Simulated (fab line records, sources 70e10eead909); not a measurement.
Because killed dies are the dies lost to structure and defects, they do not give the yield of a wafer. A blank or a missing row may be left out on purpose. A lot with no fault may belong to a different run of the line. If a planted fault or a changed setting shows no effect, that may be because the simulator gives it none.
A single fault, viewed from 2 desks    flow nand-harc    each desk holds nothing but its own numbers, with what lay behind them at the end

== THE TOOL OWNER'S DESK: rie-diel-12 ==
The tool's own readings at NHARC_THIN_TSV_ETCH_44 (etches the open film in CF4/O2, target depth 1594.2 nm, time 797.1 s): means of the sampled wafers that have a number, for each lot that ran on this tool. Any lot whose mean is over 4 standard deviations away from the usual mean is out of limits and marked OUT; that distance is given in the brackets.
Columns: A = drypump-motor-current-A at NHARC_THIN_TSV_ETCH_44, usual 5.7 A; B = oes-product-au at NHARC_THIN_TSV_ETCH_44, usual 1.003 a.u.; C = rf-vpp-V at NHARC_THIN_TSV_ETCH_44, usual 795 V; D = showerhead-plenum-p-Torr at NHARC_THIN_TSV_ETCH_44, usual 1.84 Torr; E = throttle-valve-pct at NHARC_THIN_TSV_ETCH_44, usual 16.915 %
lot   first seen here  A    B                C    D     E
L631  day 25 00:07     5.5  1.005            794  1.83  16.915
L628  day 25 01:15     5.4  1.004            791  1.77  16.922
L634  day 25 04:09     5.7  1.004            793  1.80  16.915
L632  day 26 06:03     5.7  0.998            792  1.80  16.913
L638  day 26 09:37     5.7  1.119 (+14) OUT  798  1.89  16.912
L642  day 26 10:55     5.4  1.224 (+27) OUT  791  1.77  16.918
This desk finds L638, L642 out of limits, L638 being first, at day 26 09:37 (oes-product-au at NHARC_THIN_TSV_ETCH_44). L631, L628, L634, L632: within limits.

== FROM THE METROLOGY DESK ==
What the gauges read, lot by lot, whatever tool the lot ran on: means of the sampled wafers that have a number. Any lot whose mean is over 4 standard deviations away from the usual mean is out of limits and marked OUT; that distance is given in the brackets.
Columns: A = cd-nm at NHARC_THIN_TSV_CD_MEAS_16, usual 1000.7 nm
lot   first seen here  A
L621  day 24 05:53     1000.5
L623  day 24 09:57     1000.2
L629  day 24 13:20     1003.0
L631  day 25 00:43     998.9
L628  day 25 01:55     999.1
L634  day 25 04:52     1000.6
L632  day 26 06:43     999.5
L638  day 26 10:20     1000.0
L642  day 26 11:35     999.9
L641  day 26 13:20     1000.1
L633  day 27 03:04     1000.1
L644  day 27 13:28     1001.6
Finding of this desk: none of the 12 lots has anything out of limits.

== TAKEN TOGETHER ==
The tool owner's desk could have raised an alarm at day 26 09:37, on L638, L642.
The metrology desk saw nothing out of limits.
The metrology desk has L638, L642 on record, within its limits.
On rie-diel-12, each named lot ran NHARC_THIN_TSV_ETCH_44.

== WHAT HAD BEEN PUT IN BY THE SIMULATOR ==
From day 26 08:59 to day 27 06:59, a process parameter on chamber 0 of rie-diel-12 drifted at NHARC_THIN_TSV_ETCH_44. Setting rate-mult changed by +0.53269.
Shown lots that were struck: L638, L642.
Hours from the fault's start to each desk's first reading out of limits: the tool owner's desk, 1.
